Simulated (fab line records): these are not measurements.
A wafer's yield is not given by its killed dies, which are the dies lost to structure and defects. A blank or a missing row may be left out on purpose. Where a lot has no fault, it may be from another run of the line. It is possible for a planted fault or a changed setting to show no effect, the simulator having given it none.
A struck lot beside a sound one	flow n5_finfet	17 out of 1938 route steps
Sound: these wafers, L241.1, L241.4, L241.6. Struck: wafer L250.4 (left out: L250.1, a lot-mate that was not struck); the cause follows at the end.
Order at every step that has rows: each side's tool, ch and its chambers, its first start. Under that, the readings that differ: sound wafers	struck wafers	difference of the means	sigmas: that difference in standard deviations of wafers without a fault.
alike: readings with means less than 2 such deviations apart, plus words and numbers identical on both sides. not compared: withheld readings, readings lacking a value on some wafer, bounds such as >300 that could conceal the same value, and numbers that have no deviation in the record and whose values overlap.
A row with sigmas, a row that says differs or no value, or rows on one side alone: a step with any of these is where the two part. Non-overlapping numbers with no deviation appear without sigmas and do not part them. A reading missing from all wafers of one side parts the sides only when that side holds two or more wafers.

first, 4 steps without rows for these wafers: N5_HKMG_FIN_SOFTBAKE_07 (time 60 s); N5_HKMG_FIN_EXPOSE_09 (exposes mask NWFM); N5_HKMG_FIN_PEB_10 (peb time 60 s); N5_HKMG_FIN_DEVELOP_11 (develop time 30 s).
N5_HKMG_FIN_CD_MEAS_12 targets a cd of 92.8 nm.
  sound on cd_sem-03 ch 0, day 4 18:55; struck on cd_sem-03 ch 0, day 7 00:52
  alike: cd_nm
N5_HKMG_FIN_OVL_MEAS_13:
  sound on overlay-02 ch 0, day 4 18:57; struck on overlay-01 ch 0, day 7 00:54
  alike: NWFM_OVL
N5_HKMG_FIN_INSPECT_14: inspects for defects (macro).
  sound on defect_inspect-02, day 4 18:59; struck on defect_inspect-02, day 7 00:55
  alike: raw_defect_count
N5_HKMG_FIN_DESCUM_17: chemistry O2, time 7.9 s.
  sound on rie_diel-03 ch 1,2,3, day 4 19:01; struck on rie_diel-03 ch 0, day 7 00:57
reading	sound	struck	difference	sigmas
bias_power_w (W)	19.94 19.92 20.02	20.12	+0.16	+2
rf_vpp_V (V)	241.9 241.1 243.0	245.6	+3.6	+2
  alike: drypump_motor_current_A, oes_product_au, showerhead_plenum_p_Torr, throttle_valve_pct
  not compared: rf_hours_counter_h
N5_HKMG_FIN_ETCH_31: etches SiARC in CF4, target depth 45.5 nm, time 75.8 s.
  sound on rie_diel-03 ch 1,2,3, day 4 19:03; struck on rie_diel-03 ch 0, day 7 00:59
reading	sound	struck	difference	sigmas
bias_w (W)	35.81 35.88 35.75	36.16	+0.35	+3
  alike: drypump_motor_current_A, etch_rf_on_time_s, oes_product_au, rf_vpp_V, showerhead_plenum_p_Torr, throttle_valve_pct
  not compared: rf_hours_counter_h
N5_HKMG_FIN_ETCH_32: etches SOC in N2/H2, target depth 240 nm, time 300 s.
  sound on rie_diel-03 ch 1,2,3, day 4 19:06; struck on rie_diel-03 ch 0, day 7 01:02
  alike: bias_w, drypump_motor_current_A, oes_product_au, rf_vpp_V, run_length_s, showerhead_plenum_p_Torr, throttle_valve_pct
  not compared: rf_hours_counter_h
then, 1 step without rows for these wafers: N5_HKMG_FIN_STRIP_33 (strips in N2/H2).
N5_HKMG_FIN_STRIP_34: strips in CF4.
  sound on rie_diel-03 ch 1,2,3, day 4 19:17; struck on rie_diel-03 ch 0, day 7 01:14
  alike: bias_power_w, drypump_motor_current_A, oes_product_au, power_w, rf_vpp_V, showerhead_plenum_p_Torr, throttle_valve_pct
  not compared: rf_hours_counter_h
N5_HKMG_FIN_ETCH_35: etches SOC in N2/H2, target depth 215.8 nm, time 243.4 s.
  sound on rie_diel-03 ch 1,2,3, day 4 19:19; struck on rie_diel-03 ch 0, day 7 01:16
reading	sound	struck	difference	sigmas
run_length_s (s)	266.3 266.8 266.8	231.9	-34.7	-91
model.etch.depth_nm (nm)	210.7 219.6 217.2	185.4	-30.4	
model.SOC_of_HKMG_FIN_COAT_29.thk_nm (nm)	89.4 80.8 82.8	114.8	+30.5	
model.HKMG_FIN.feature_depth_nm (nm)	210.6 219.6 217.2	185.4	-30.4	
  alike: drypump_motor_current_A, oes_product_au, rf_vpp_V, showerhead_plenum_p_Torr, throttle_valve_pct
  not compared: bias_w, rf_hours_counter_h
N5_HKMG_FIN_STRIP_92: strips SOC in N2/H2, time 20 s.
  sound on rie_diel-03 ch 1,2,3, day 4 19:28; struck on rie_diel-03 ch 0, day 7 01:24
reading	sound	struck	difference	sigmas
model.SOC_of_HKMG_FIN_COAT_29.thk_nm (nm)	79.4 70.4 72.6	104.6	+30.5	
  alike: bias_power_w, drypump_motor_current_A, oes_product_au, power_w, rf_vpp_V, showerhead_plenum_p_Torr, throttle_valve_pct
  not compared: rf_hours_counter_h
then, 1 step without rows for these wafers: N5_HKMG_FIN_WET_ETCH_18 (etches TiN in SC1, time 55 s, target depth 5.2 nm, rinse time 30 s).
-- a jump in the record: the struck wafers' starts before and after are 5 days apart (it breaks off in module HKMG_FIN and resumes in module BEOL_M4, where the first step shown is number 1111 of the route) --
N5_BEOL_M4_RC_MEAS_101:
  sound on prober-01 ch 0, day 9 10:23; struck on prober-02 ch 0, day 12 08:47
  alike: DIBL_N, DIBL_P, IOFF_N, IOFF_P, ION_N, ION_P, SS_N, SS_P, VT_N, VT_P
-- a jump in the record: the struck wafers' starts before and after are 4 days apart (it breaks off in module BEOL_M4 and resumes in module PASSIVATION, where the first step shown is number 1936 of the route) --
N5_PASSIVATION_PROBE_49:
  sound on prober-01, day 13 21:14; struck on prober-01, day 16 18:04
reading	sound	struck	difference	sigmas
killed_at_M0_to_M3	32 32 32	54	+22	+2
  alike: defect_limited_yield, killed_at_M4_up, killed_at_contacts, killed_at_front_end, killed_at_other, killed_dies, killed_open, killed_short, sort_bin_5_function, sort_bin_6_memory, sort_bin_8_speed, sort_n_pass, sort_yield_pct

WHERE THEY PART
Earliest at N5_HKMG_FIN_DESCUM_17; latest, in this record, at N5_PASSIVATION_PROBE_49.

WHY: what the simulator had put in
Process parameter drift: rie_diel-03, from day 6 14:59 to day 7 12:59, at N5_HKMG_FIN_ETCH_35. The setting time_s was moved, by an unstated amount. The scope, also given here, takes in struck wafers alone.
